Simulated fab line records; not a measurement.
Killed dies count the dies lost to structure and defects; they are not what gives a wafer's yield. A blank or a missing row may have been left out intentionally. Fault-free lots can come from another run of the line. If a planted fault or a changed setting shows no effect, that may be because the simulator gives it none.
fab line records + flow nandHarc
record
- lots=14
- wafers=42
- lastDay=25
route steps=1159 shown P_BONDPAD@364 A_ONON_D1@427
lots untouched by any fault: they come from a run of this same line in which no faults occurred
startH: hours from the record's first day to the start of the lot's first wafer shown + waitH: hours since the lot's step before + " as in the row above + L1.1+2: several wafers, shown together as one row + - no value, or no start given + * or withheld: withheld + < > ~ a bound
route shown NAME@n: names a module that has steps shown in the file, with the first one's number in the route + usual: mean/standard deviation taken from wafers without a fault + same: alike in all rows + chamber/n: place in a boat + sites: readings site by site + _std_site: the standard deviation of these + _edge_site: the outer-site mean with the inner-site mean subtracted + radiusMm: how far each site lies from the wafer's centre + mask NAME#n: copy n + behind: the last tool/chamber to shape the wafer + hold: what put the lot on hold/how long, in hours/how the hold closed + device: which transistor (n, p or np) failed to switch + end of line: at the end of the route, the tests of the same wafers + a step given without rows: its recipe and nothing more + killed: dies that structure and defects cost at the first sort, which is not the same as the wafer's yield + map: shows each die of a wafer: x if killed, . if not, _ if none is there
set.NAME: the run value of the setting; set.NAME@STEP: its run value at that earlier step + model.NAME: the simulator's own value behind a step, which no gauge read
steps of the route over a sample of lots; a table a step, a row a wafer
services: the hour from which a tool's chamber was out of use, counted from the record's first day as startH (under 0 if before that day), plus the number of hours and why
## steps
# step NHARC_P_BONDPAD_CD_MEAS_09
# recipe
- targetCdNm=500
- landingEnergyEv=500
# usual
- cdNm=499.8/2.5
| lot.wafer | tool     | chamber | startH | waitH | cdNm  |
|-----------|----------|---------|--------|-------|-------|
| L483.2    | cdSem-02 | 0       | 129.02 | -     | 499.4 |
| L483.3    | "        | 0       | "      | "     | 497.0 |
| L483.5    | "        | 0       | "      | "     | 500.1 |
| L484.2    | cdSem-02 | 0       | 143.26 | -     | 501.4 |
| L484.3    | "        | 0       | "      | "     | 503.3 |
| L484.4    | "        | 0       | "      | "     | 503.4 |
| L486.2    | cdSem-01 | 0       | 145.25 | -     | 497.4 |
| L486.3    | "        | 0       | "      | "     | 496.3 |
| L486.6    | "        | 0       | "      | "     | 500.4 |
| L487.1    | cdSem-03 | 0       | 154.86 | -     | 503.3 |
| L487.3    | "        | 0       | "      | "     | 500.6 |
| L487.5    | "        | 0       | "      | "     | 501.3 |
| L488.1    | cdSem-02 | 0       | 167.20 | -     | 504.3 |
| L488.5    | "        | 0       | "      | "     | 497.7 |
| L488.6    | "        | 0       | "      | "     | 503.5 |
| L489.4    | cdSem-03 | 0       | 172.32 | -     | 501.3 |
| L489.5    | "        | 0       | "      | "     | 500.2 |
| L489.6    | "        | 0       | "      | "     | 503.5 |
| L490.3    | cdSem-03 | 0       | 172.68 | -     | 500.1 |
| L490.4    | "        | 0       | "      | "     | 499.3 |
| L490.6    | "        | 0       | "      | "     | 496.0 |
| L491.1    | cdSem-02 | 0       | 177.11 | -     | 499.4 |
| L491.4    | "        | 0       | "      | "     | 498.8 |
| L491.5    | "        | 0       | "      | "     | 501.9 |
| L493.3    | cdSem-03 | 0       | 182.34 | -     | 500.4 |
| L493.4    | "        | 0       | "      | "     | 503.3 |
| L493.6    | "        | 0       | "      | "     | 499.8 |
| L492.1    | cdSem-03 | 0       | 186.15 | -     | 498.1 |
| L492.2    | "        | 0       | "      | "     | 496.7 |
| L492.6    | "        | 0       | "      | "     | 500.3 |
| L496.4    | cdSem-03 | 0       | 209.50 | -     | 499.0 |
| L496.5    | "        | 0       | "      | "     | 497.4 |
| L496.6    | "        | 0       | "      | "     | 500.8 |
| L497.2    | cdSem-01 | 0       | 218.34 | -     | 497.0 |
| L497.4    | "        | 0       | "      | "     | 493.7 |
| L497.5    | "        | 0       | "      | "     | 496.2 |
| L504.1    | cdSem-01 | 0       | 254.55 | -     | 503.6 |
| L504.5    | "        | 0       | "      | "     | 500.7 |
| L504.6    | "        | 0       | "      | "     | 500.2 |
| L505.1    | cdSem-02 | 0       | 268.58 | -     | 500.8 |
| L505.2    | "        | 0       | "      | "     | 503.5 |
| L505.4    | "        | 0       | "      | "     | 497.9 |
# step NHARC_A_ONON_D1_THK_MEAS_05
# recipe
- thkMeasGauge=ellipsometry
# usual
- thkNm=1003/9.8
| lot.wafer | tool         | chamber | startH | waitH | thkNm |
|-----------|--------------|---------|--------|-------|-------|
| L483.2    | filmMetro-02 | -       | 157.15 | -     | 991   |
| L483.3    | "            | -       | "      | "     | 991   |
| L483.5    | "            | -       | "      | "     | 991   |
| L484.2    | filmMetro-01 | -       | 173.48 | -     | 1008  |
| L484.3    | "            | -       | "      | "     | 1008  |
| L484.4    | "            | -       | "      | "     | 1011  |
| L486.2    | filmMetro-02 | -       | 173.48 | -     | 999   |
| L486.3    | "            | -       | "      | "     | 1000  |
| L486.6    | "            | -       | "      | "     | 999   |
| L487.1    | filmMetro-02 | -       | 183.89 | -     | 1002  |
| L487.3    | "            | -       | "      | "     | 1003  |
| L487.5    | "            | -       | "      | "     | 1002  |
| L488.1    | filmMetro-01 | -       | 195.93 | -     | 999   |
| L488.5    | "            | -       | "      | "     | 1000  |
| L488.6    | "            | -       | "      | "     | 1000  |
| L489.4    | filmMetro-01 | -       | 200.15 | -     | 998   |
| L489.5    | "            | -       | "      | "     | 1001  |
| L489.6    | "            | -       | "      | "     | 998   |
| L490.3    | filmMetro-02 | -       | 200.15 | -     | 1010  |
| L490.4    | "            | -       | "      | "     | 1010  |
| L490.6    | "            | -       | "      | "     | 1010  |
| L491.1    | filmMetro-01 | -       | 204.47 | -     | 977   |
| L491.4    | "            | -       | "      | "     | 977   |
| L491.5    | "            | -       | "      | "     | 978   |
| L493.3    | filmMetro-01 | -       | 209.40 | -     | 1010  |
| L493.4    | "            | -       | "      | "     | 1011  |
| L493.6    | "            | -       | "      | "     | 1012  |
| L492.1    | filmMetro-02 | -       | 216.24 | -     | 999   |
| L492.2    | "            | -       | "      | "     | 998   |
| L492.6    | "            | -       | "      | "     | 996   |
| L496.4    | filmMetro-02 | -       | 234.89 | -     | 1004  |
| L496.5    | "            | -       | "      | "     | 1003  |
| L496.6    | "            | -       | "      | "     | 1004  |
| L497.2    | filmMetro-01 | -       | 247.09 | -     | 1000  |
| L497.4    | "            | -       | "      | "     | 998   |
| L497.5    | "            | -       | "      | "     | 1001  |
| L504.1    | filmMetro-02 | -       | 282.35 | -     | 1015  |
| L504.5    | "            | -       | "      | "     | 1016  |
| L504.6    | "            | -       | "      | "     | 1016  |
| L505.1    | filmMetro-01 | -       | 297.83 | -     | 994   |
| L505.2    | "            | -       | "      | "     | 996   |
| L505.4    | "            | -       | "      | "     | 995   |
# step NHARC_A_ONON_D1_DEP_22
# recipe
- targetThkA=10000
- n2FlowSccm=2750
- n2oFlowSccm=2000
- nh3FlowSccm=500
- sih4FlowSccm=210
- tempC=400
# usual
- n2oFlowSccm=2002/5.7
- sih4FlowSccm=210.0/0.65
| lot.wafer | tool         | chamber | startH | waitH | n2oFlowSccm | sih4FlowSccm |
|-----------|--------------|---------|--------|-------|-------------|--------------|
| L483.2    | pecvdOnon-02 | 0       | 170.12 | 0.1   | 1998        | 209.1        |
| L483.3    | "            | 0       | "      | "     | 1991        | 210.0        |
| L483.5    | "            | 0       | "      | "     | 1993        | 209.5        |
| L486.2    | pecvdOnon-04 | 0       | 186.11 | 0.1   | 2005        | 211.0        |
| L486.3    | "            | 0       | "      | "     | 2002        | 210.0        |
| L486.6    | "            | 0       | "      | "     | 1998        | 209.5        |
| L484.2    | pecvdOnon-02 | 0       | 186.12 | 0.1   | 2005        | 209.2        |
| L484.3    | "            | 0       | "      | "     | 2012        | 210.5        |
| L484.4    | "            | 0       | "      | "     | 1999        | 209.3        |
| L487.1    | pecvdOnon-02 | 0       | 195.11 | 0.1   | 2000        | 209.8        |
| L487.3    | "            | 0       | "      | "     | 1997        | 210.3        |
| L487.5    | "            | 0       | "      | "     | 1995        | 209.9        |
| L488.1    | pecvdOnon-03 | 0       | 205.43 | 0.1   | 2003        | 210.8        |
| L488.5    | "            | 0       | "      | "     | 1993        | 210.4        |
| L488.6    | "            | 0       | "      | "     | 2000        | 211.3        |
| L491.1    | pecvdOnon-02 | 0       | 215.35 | 0.1   | 2008        | 209.5        |
| L491.4    | "            | 0       | "      | "     | 2011        | 208.7        |
| L491.5    | "            | 0       | "      | "     | 2002        | 209.2        |
| L489.4    | pecvdOnon-03 | 0       | 215.51 | 0.2   | 2005        | 209.7        |
| L489.5    | "            | 0       | "      | "     | 2016        | 210.2        |
| L489.6    | "            | 0       | "      | "     | 2005        | 209.5        |
| L490.3    | pecvdOnon-04 | 0       | 215.63 | 0.3   | 2006        | 209.4        |
| L490.4    | "            | 0       | "      | "     | 2013        | 209.1        |
| L490.6    | "            | 0       | "      | "     | 2000        | 208.8        |
| L493.3    | pecvdOnon-02 | 0       | 220.04 | 0.2   | 1997        | 210.2        |
| L493.4    | "            | 0       | "      | "     | 2002        | 209.9        |
| L493.6    | "            | 0       | "      | "     | 2011        | 209.3        |
| L492.1    | pecvdOnon-03 | 0       | 225.72 | 0.1   | 1997        | 209.1        |
| L492.2    | "            | 0       | "      | "     | 1998        | 208.9        |
| L492.6    | "            | 0       | "      | "     | 2005        | 209.1        |
| L496.4    | pecvdOnon-03 | 0       | 244.63 | 0.2   | 1997        | 208.8        |
| L496.5    | "            | 0       | "      | "     | 1998        | 209.3        |
| L496.6    | "            | 0       | "      | "     | 2009        | 209.6        |
| L497.2    | pecvdOnon-02 | 0       | 256.71 | 0.1   | 2000        | 210.7        |
| L497.4    | "            | 0       | "      | "     | 2003        | 210.9        |
| L497.5    | "            | 0       | "      | "     | 1999        | 210.0        |
| L504.1    | pecvdOnon-04 | 0       | 291.74 | 0.1   | 2389        | 209.7        |
| L504.5    | "            | 0       | "      | "     | 2401        | 209.5        |
| L504.6    | "            | 0       | "      | "     | 2395        | 209.6        |
| L505.1    | pecvdOnon-04 | 0       | 310.13 | 0.2   | 2402        | 210.9        |
| L505.2    | "            | 0       | "      | "     | 2397        | 211.5        |
| L505.4    | "            | 0       | "      | "     | 2402        | 210.3        |
# step NHARC_A_ONON_D1_THK_MEAS_30
# recipe
- thkMeasGauge=ellipsometry
# usual
- thkNm=995/9.8
| lot.wafer | tool         | chamber | startH | waitH | thkNm |
|-----------|--------------|---------|--------|-------|-------|
| L483.2    | filmMetro-01 | -       | 171.71 | -     | 987   |
| L483.3    | "            | -       | "      | "     | 988   |
| L483.5    | "            | -       | "      | "     | 988   |
| L484.2    | filmMetro-02 | -       | 187.73 | -     | 1003  |
| L484.3    | "            | -       | "      | "     | 1004  |
| L484.4    | "            | -       | "      | "     | 1003  |
| L486.2    | filmMetro-01 | -       | 187.74 | -     | 1009  |
| L486.3    | "            | -       | "      | "     | 1009  |
| L486.6    | "            | -       | "      | "     | 1006  |
| L487.1    | filmMetro-02 | -       | 196.76 | -     | 999   |
| L487.3    | "            | -       | "      | "     | 995   |
| L487.5    | "            | -       | "      | "     | 996   |
| L488.1    | filmMetro-01 | -       | 207.10 | -     | 1005  |
| L488.5    | "            | -       | "      | "     | 1007  |
| L488.6    | "            | -       | "      | "     | 1005  |
| L489.4    | filmMetro-02 | -       | 216.99 | -     | 997   |
| L489.5    | "            | -       | "      | "     | 998   |
| L489.6    | "            | -       | "      | "     | 1000  |
| L491.1    | filmMetro-01 | -       | 217.03 | -     | 993   |
| L491.4    | "            | -       | "      | "     | 996   |
| L491.5    | "            | -       | "      | "     | 995   |
| L490.3    | filmMetro-01 | -       | 217.16 | -     | 983   |
| L490.4    | "            | -       | "      | "     | 983   |
| L490.6    | "            | -       | "      | "     | 983   |
| L493.3    | filmMetro-01 | -       | 221.57 | -     | 999   |
| L493.4    | "            | -       | "      | "     | 998   |
| L493.6    | "            | -       | "      | "     | 997   |
| L492.1    | filmMetro-01 | -       | 227.38 | -     | 997   |
| L492.2    | "            | -       | "      | "     | 997   |
| L492.6    | "            | -       | "      | "     | 998   |
| L496.4    | filmMetro-02 | -       | 246.11 | -     | 1005  |
| L496.5    | "            | -       | "      | "     | 1003  |
| L496.6    | "            | -       | "      | "     | 1005  |
| L497.2    | filmMetro-02 | -       | 258.30 | -     | 1003  |
| L497.4    | "            | -       | "      | "     | 1001  |
| L497.5    | "            | -       | "      | "     | 1000  |
| L504.1    | filmMetro-01 | -       | 293.38 | -     | 990   |
| L504.5    | "            | -       | "      | "     | 990   |
| L504.6    | "            | -       | "      | "     | 989   |
| L505.1    | filmMetro-02 | -       | 311.79 | -     | 1017  |
| L505.2    | "            | -       | "      | "     | 1018  |
| L505.4    | "            | -       | "      | "     | 1015  |
## services
| tool         | chamber | startH | hours | kind |
|--------------|---------|--------|-------|------|
| pecvdOnon-03 | -       | 153.00 | 13.0  | pm   |
| pecvdOnon-04 | -       | 237.00 | 13.0  | pm   |
| pecvdOnon-02 | -       | 292.00 | 13.0  | pm   |
## key
firstSign
- step=NHARC_A_ONON_D1_DEP_22
- reading=n2oFlowSccm
- direction=up
- sigmas=69
- usual=2002
- struck=2398
effect none on later readings
metAt NHARC_A_ONON_D1_DEP_22
struckLots L504,L505
testerLeftOut L504,L505
notActingAt NHARC_P_BONDPAD_CD_MEAS_09,NHARC_A_ONON_D1_THK_MEAS_05,NHARC_A_ONON_D1_THK_MEAS_30
onsetBetween 215.63 291.74
fault
- kind=processParameterDrift
- tool=pecvdOnon-04
- chamber=-
- onsetH=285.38
- steps=NHARC_A_ONON_D1_DEP_22
- channel=n2oFlowSccm
- offset=400
- shape=step
- endH=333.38
- actsIn=theseRecipesOnly
- stated=2000
# testerLeftOut: of these lots the tester's yield and bins aren't shown, on N5 and GAA mostly nor the transistor test; their killed dies are dies lost to structure and defects alone, not to doping, threshold or leakage, so they don't give the yield
